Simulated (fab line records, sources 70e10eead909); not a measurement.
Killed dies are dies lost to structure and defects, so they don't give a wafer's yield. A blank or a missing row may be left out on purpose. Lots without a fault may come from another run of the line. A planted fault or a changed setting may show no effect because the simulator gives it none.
Which tool did it? | flow nand_harc | 13 lots, 39 wafers sampled, at 5 steps of a route of 1302

WHAT THE GAUGES READ, wafer by wafer
NHARC_A_CONTACT_CD_MEAS_42: target cd 300 nm.
lot  | measured     | on        | cd_nm (nm)
L813 | day 21 05:28 | cd_sem-02 | 299.9 300.2 300.0
L814 | day 21 08:19 | cd_sem-01 | 300.0 300.5 300.9
L815 | day 22 04:26 | cd_sem-01 | 300.4 300.4 299.9
L816 | day 22 20:20 | cd_sem-02 | 299.3 300.7 300.2
L817 | day 23 05:50 | cd_sem-02 | 299.6 299.1 299.9
L819 | day 23 11:58 | cd_sem-01 | 299.7 299.9 299.8
L822 | day 24 21:40 | cd_sem-03 | 300.3 300.7 300.1
L824 | day 26 02:33 | cd_sem-01 | 299.9 300.4 300.2
L823 | day 26 02:49 | cd_sem-02 | 299.9 300.1 299.2
L825 | day 26 08:29 | cd_sem-02 | 300.1 300.2 299.6
L830 | day 28 07:28 | cd_sem-01 | 300.4 300.8 300.1
L831 | day 29 11:02 | cd_sem-01 | 300.0 300.0 300.0
L832 | day 29 16:31 | cd_sem-01 | 300.1 300.4 300.5

NHARC_END_SORT_01.
lot  | measured     | on        | killed_at_array | killed_at_other | killed_at_periphery | killed_dies | killed_open | killed_short
L831 | day 32 18:33 | prober-01 | 668 674 670     | 0 0 1           | 9 3 6               | 677 677 677 | 4 2 4       | 3 4 3
L832 | day 32 20:58 | prober-02 | 674 674 671     | 0 1 0           | 3 2 6               | 677 677 677 | 4 4 7       | 0 1 3

WHICH TOOL RAN EACH LOT (tool, then ch and the chambers of the sampled wafers, then the start)
lot  | NHARC_A_CONTACT_DEP_24          | NHARC_A_CONTACT_DEP_29          | NHARC_A_CONTACT_ETCH_49
L813 | pecvd-02 ch 0,1,2, day 20 21:58 | pecvd-02 ch 0,1,2, day 21 04:54 | rie_diel-08 ch 0,1,2, day 21 05:58
L814 | pecvd-02 ch 0,1,2, day 21 00:41 | pecvd-01 ch 0,2, day 21 07:38   | rie_diel-11 ch 0,2,3, day 21 08:44
L815 | pecvd-03 ch 0,1,2, day 21 18:03 | pecvd-02 ch 0,1,2, day 22 03:51 | rie_diel-11 ch 0,1,3, day 22 04:49
L816 | pecvd-01 ch 0,2, day 22 14:51   | pecvd-01 ch 0,1,2, day 22 19:46 | rie_diel-11 ch 1,2, day 22 20:41
L817 | pecvd-01 ch 0,1, day 22 22:07   | pecvd-01 ch 1,2, day 23 05:05   | rie_diel-11 ch 0,3, day 23 06:11
L819 | pecvd-01 ch 0,1, day 23 06:19   | pecvd-01 ch 0,2, day 23 11:14   | rie_diel-11 ch 0,2,3, day 23 12:23
L822 | pecvd-03 ch 0,1, day 24 13:38   | pecvd-01 ch 1,2, day 24 21:06   | rie_diel-08 ch 0,2,3, day 24 22:05
L824 | pecvd-03 ch 0,1, day 25 21:07   | pecvd-03 ch 0,1, day 26 01:50   | rie_diel-03 ch 0,2,3, day 26 03:04
L823 | pecvd-01 ch 0,1, day 25 21:19   | pecvd-01 ch 0,2, day 26 02:05   | rie_diel-11 ch 0,2,3, day 26 03:15
L825 | pecvd-01 ch 0,1, day 26 03:01   | pecvd-03 ch 1,2, day 26 07:53   | rie_diel-11 ch 0,2, day 26 08:50
L830 | pecvd-02 ch 0,1,2, day 28 01:43 | pecvd-03 ch 0,1,2, day 28 06:47 | rie_diel-11 ch 2,3, day 28 07:52
L831 | pecvd-03 ch 0,1, day 29 05:29   | pecvd-03 ch 0,1,2, day 29 10:29 | rie_diel-11 ch 0,2,3, day 29 11:26
L832 | pecvd-02 ch 0,2, day 29 10:55   | pecvd-02 ch 1,2, day 29 15:48   | rie_diel-11 ch 1,2, day 29 16:53
- NHARC_A_CONTACT_DEP_24: deposits SiO2, target thk 500 nm.
- NHARC_A_CONTACT_DEP_29: deposits SiON, target thk 100 nm.
- NHARC_A_CONTACT_ETCH_49: etches the open film in N2/H2, target depth 260 nm, time 475.3 s.

WHAT THE TOOLS THEMSELVES READ (means of the sampled wafers that have a number; where no wafer has one, the mark that the record gives instead)
NHARC_A_CONTACT_DEP_24.
lot  | tool     | heater_power_w (W) | throttle_valve_pct (%)
L813 | pecvd-02 | 497                | 16.1
L814 | pecvd-02 | 505                | 16.2
L815 | pecvd-03 | 451                | 15.9
L816 | pecvd-01 | 518                | 16.2
L817 | pecvd-01 | 620                | 16.4
L819 | pecvd-01 | 545                | 15.9
L822 | pecvd-03 | 462                | 15.3
L824 | pecvd-03 | 465                | 15.4
L823 | pecvd-01 | 534                | 16.3
L825 | pecvd-01 | 490                | 16.1
L830 | pecvd-02 | 487                | 15.9
L831 | pecvd-03 | 458                | 15.4
L832 | pecvd-02 | 537                | 16.4

NHARC_A_CONTACT_DEP_29.
lot  | tool     | heater_power_w (W)
L813 | pecvd-02 | 715
L814 | pecvd-01 | 670
L815 | pecvd-02 | 713
L816 | pecvd-01 | 786
L817 | pecvd-01 | 760
L819 | pecvd-01 | 710
L822 | pecvd-01 | 732
L824 | pecvd-03 | 690
L823 | pecvd-01 | 729
L825 | pecvd-03 | 687
L830 | pecvd-03 | 641
L831 | pecvd-03 | 640
L832 | pecvd-02 | 638

NHARC_A_CONTACT_ETCH_49.
lot  | tool        | bias_w (W) | chamber_pressure_mTorr (mTorr) | drypump_motor_current_A (A) | h2_flow_sccm (sccm) | oes_product_au (a.u.) | rf_vpp_V (V) | showerhead_plenum_p_Torr (Torr) | throttle_valve_pct (%)
L813 | rie_diel-08 | 149.7      | 30.014                         | 6.1                         | 149.9               | 1.001                 | 429.0        | 2.00                            | 14.170
L814 | rie_diel-11 | 149.8      | 29.977                         | 5.7                         | 150.4               | 1.006                 | 430.8        | 2.04                            | 14.177
L815 | rie_diel-11 | 150.1      | 29.991                         | 5.8                         | 149.6               | 1.001                 | 430.4        | 2.03                            | 14.169
L816 | rie_diel-11 | 149.9      | 29.997                         | 5.5                         | 149.8               | 0.997                 | 432.4        | 2.07                            | 14.170
L817 | rie_diel-11 | 150.0      | 30.013                         | 6.1                         | 149.7               | 0.998                 | 428.4        | 1.99                            | 14.161
L819 | rie_diel-11 | 150.3      | 29.975                         | 5.7                         | 150.1               | 1.002                 | 430.8        | 2.04                            | 14.167
L822 | rie_diel-08 | 149.9      | 29.965                         | 6.2                         | 149.6               | 0.996                 | 430.1        | 2.06                            | 14.173
L824 | rie_diel-03 | 150.2      | 29.995                         | 6.1                         | 150.1               | 1.002                 | 429.8        | 2.02                            | 14.162
L823 | rie_diel-11 | 149.9      | 29.990                         | 5.8                         | 150.4               | 1.008                 | 430.3        | 2.03                            | 14.173
L825 | rie_diel-11 | 150.1      | 29.993                         | 5.3                         | 149.9               | 1.008                 | 432.3        | 2.09                            | 14.178
L830 | rie_diel-11 | 150.2      | 30.017                         | 6.2                         | 150.2               | 1.003                 | 428.0        | 1.96                            | 14.163
L831 | rie_diel-11 | -          | -                              | -                           | -                   | -                     | -            | -                               | -
L832 | rie_diel-11 | -          | -                              | -                           | -                   | -                     | -            | -                               | -

THE ANSWER, worked out from the rows above alone
Rule: what is usual is taken from the lots themselves. Put in order of their means at a reading, lots are off if they are a third of the lots or fewer, leave a main group of 4 or more, and stand apart from it by a gap of 3 or more times the standard deviation of the main group's means; of several such gaps the widest counts. A main group whose means are all the same, to the digits that the tables above print for the reading, isn't used. A lot without any number at a reading at which 4 lots or more have one is off too. The other lots that the step has rows for count as sound. The gauges are gone through in route order, then the tools' own readings, and for those a lot's mean is taken as printed above. The first step at which some lot is off is used, and at that step the reading that is off furthest; a lot without a number counts as furthest.
Off: L831, L832, at NHARC_A_CONTACT_ETCH_49 (bias_w). Without a number there: L831, L832. The main group: mean 150.0 W, standard deviation 0.18.
A tool fits if, at that step or a process step before it, it ran every lot that is off, and no sound lot after the first of them. One fits: rie_diel-11 at NHARC_A_CONTACT_ETCH_49. Its last sound lot is L830 (day 28 07:52), its first lot that is off L831 (day 29 11:26): a fault that began between those two fits.
Blank at NHARC_A_CONTACT_ETCH_49 on the lots that are off, where sound lots have numbers: bias_w, chamber_pressure_mTorr, drypump_motor_current_A, h2_flow_sccm, oes_product_au, rf_vpp_V, showerhead_plenum_p_Torr, throttle_valve_pct.

WHAT THE SIMULATOR HAD PUT IN
Skipped step whole: rie_diel-11, from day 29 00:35 on, at NHARC_A_CONTACT_ETCH_49. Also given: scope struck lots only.
Lots struck among those shown: L831, L832. The rule above found the same.
